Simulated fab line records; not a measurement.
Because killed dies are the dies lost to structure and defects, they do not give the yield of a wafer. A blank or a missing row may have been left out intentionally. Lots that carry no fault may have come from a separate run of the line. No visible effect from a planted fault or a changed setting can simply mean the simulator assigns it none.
Problem report, 8D (eight disciplines) form, completed by code :: flow n5Finfet :: the parts of the form that need people (team, actions taken, sign-off) are left out

## 1. WHAT WENT WRONG
h2FlowSccm at N5_HKMG_FIN_ETCH_32 reads a mean of 219.7 sccm on 6 wafers of 2 lots; wafers without a fault read 200.0 sccm with a standard deviation of 0.61. Measured from the usual mean, that is +32 standard deviations.
The step: etches SOC in N2/H2, target depth 240 nm, time 300 s.
First seen on wafer L169.1, day 8 10:47, on rieDiel-02. Wafers with a number at this step in the record: 30, from 10 lots. By rule, "out" or "out of limits" means more than 4 standard deviations away from the usual mean. The rest of the wafers with a number are treated as sound.

## 2. WHAT THIS IS AND IS NOT
question: which readings at this step
is: h2FlowSccm
is not: drypumpMotorCurrentA, oesProductAu, rfVppV

question: which lots
is: L169, L171
is not: L153, L155, L156, L158, L161, L173, L174, L176

question: which wafers of those lots
is: all that have a number
is not: -

question: read on which tools
is: rieDiel-02
is not: rieDiel-01, rieDiel-06

question: when
is: from day 8 10:47
is not: up to then (15 sound wafers); but 9 sound wafers of L173, L174, L176 came after

## 3. WHAT RULES OUT EACH SUSPECT
Counting: any tool at a process step up to the reading is kept as a suspect provided that every lot that is out went through it and no sound lot did after the first of them.
- rieDiel-02 at N5_HKMG_FIN_ETCH_32 (etches SOC in N2/H2, target depth 240 nm, time 300 s): kept. Every lot that is out went through it, starting with L169 (day 8 10:47), and after that it ran no sound lot; the last sound lot it ran before then is L161 (day 6 05:31). Its own h2FlowSccm readings are out on those wafers.
After counting, what remains is rieDiel-02 at N5_HKMG_FIN_ETCH_32.

## 4. THE CAUSE (what the simulator had put in)
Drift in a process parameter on rieDiel-02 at N5_HKMG_FIN_ETCH_32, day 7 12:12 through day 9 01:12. A move of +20 in setting h2FlowSccm, from 200. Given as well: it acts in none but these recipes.
Only this tool survived the counting.

## 5. THE CHAIN OF EFFECTS, in route order
One row per reading whose mean, taken over the struck wafers that have a number, lies over 3 standard deviations from the usual. Only readings whose record carries a usual standard deviation are examined. hours: median over the lots of the time between each lot's start at the first step of this table that gives one and its start at this step. sigmas: the change, counted in usual standard deviations.
hours: 0
step: N5_HKMG_FIN_ETCH_32
reading: h2FlowSccm
usual: 200.0 sccm
on struck wafers: 219.7
change: +19.7
sigmas: +32

hours: 0
step: N5_HKMG_FIN_ETCH_32
reading: throttleValvePct
usual: 17.81 %
on struck wafers: 18.50
change: +0.69
sigmas: +3.0
The process steps in it:
- N5_HKMG_FIN_ETCH_32: etches SOC in N2/H2, target depth 240 nm, time 300 s.
Later measuring or inspecting steps at which every struck wafer that the step has a row for has a number for every such reading, and none has moved that far: N5_BEOL_M4_RC_MEAS_101.

## 6. HOW IT WOULD HAVE BEEN CAUGHT EARLIER
The fault began at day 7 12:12; the first out-of-limits reading in this record came at day 8 10:47, 23 hours later.
